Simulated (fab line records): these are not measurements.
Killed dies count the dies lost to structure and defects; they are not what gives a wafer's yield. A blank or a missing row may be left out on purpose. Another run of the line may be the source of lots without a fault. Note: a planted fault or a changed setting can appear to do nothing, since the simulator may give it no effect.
Chamber matching | flow n5Finfet | N5_FIN_SAQP_HM_OPEN_73 on rieDiel-05 has 4 sister chambers
The step chemistry CHF3/O2, target SiO2, stops on a-Si, target depth 12 nm, time 16.8 s. 8 wafers are shown with their chamber, then 11 later ones without.

EACH WAFER AND ITS CHAMBER
wafer  | chamber | drypumpMotorCurrentA (A) | rfVppV (V)
L082.1 | 2       | 5.3                      | 529
L086.1 | 3       | 6.3                      | 526
L087.5 | 0       | 5.9                      | 535
L087.6 | 1       | 5.7                      | 532
L088.1 | 1       | 5.7                      | 532
L088.2 | 0       | 5.9                      | 536
L088.4 | 2       | 5.3                      | 528
L091.1 | 3       | 6.4                      | 526

WAFERS WHOSE CHAMBER IS MISSING
wafer  | drypumpMotorCurrentA (A) | rfVppV (V)
L091.2 | 5.3                      | 529
L091.4 | 5.9                      | 536
L092.3 | 5.3                      | 530
L092.5 | 5.9                      | 537
L092.6 | 5.7                      | 533
L093.4 | 5.9                      | 535
L093.5 | 6.3                      | 525
L093.6 | 5.3                      | 530
L094.2 | 5.3                      | 530
L094.4 | 5.9                      | 535
L094.5 | 6.3                      | 525

WHICH CHAMBER EACH WENT THROUGH
wafer  | from the rows above | in truth
L091.2 | 2                   | 2
L091.4 | 0                   | 0
L092.3 | 2                   | 2
L092.5 | 0                   | 0
L092.6 | 1                   | 1
L093.4 | 0                   | 0
L093.5 | 3                   | 3
L093.6 | 2                   | 2
L094.2 | 2                   | 2
L094.4 | 0                   | 0
L094.5 | 3                   | 3
Correctly placed: 11 of 11. Not placeable from these rows: 0. Placed wrongly: 0.
How it was worked out, from the rows above alone: a wafer's distance from a chamber is the root of the sum, over the readings, of the square of ((its reading less the chamber's mean) divided by the reading's scatter). If the next closest chamber is less than 2 further off than the closest, the wafer can't be placed; otherwise it belongs to the closest. The mean given for a chamber averages the wafers shown for that chamber. The scatter is the square root of a quotient: the sum, over the shown wafers, of each reading's squared deviation from its chamber's mean, divided by wafers minus chambers.
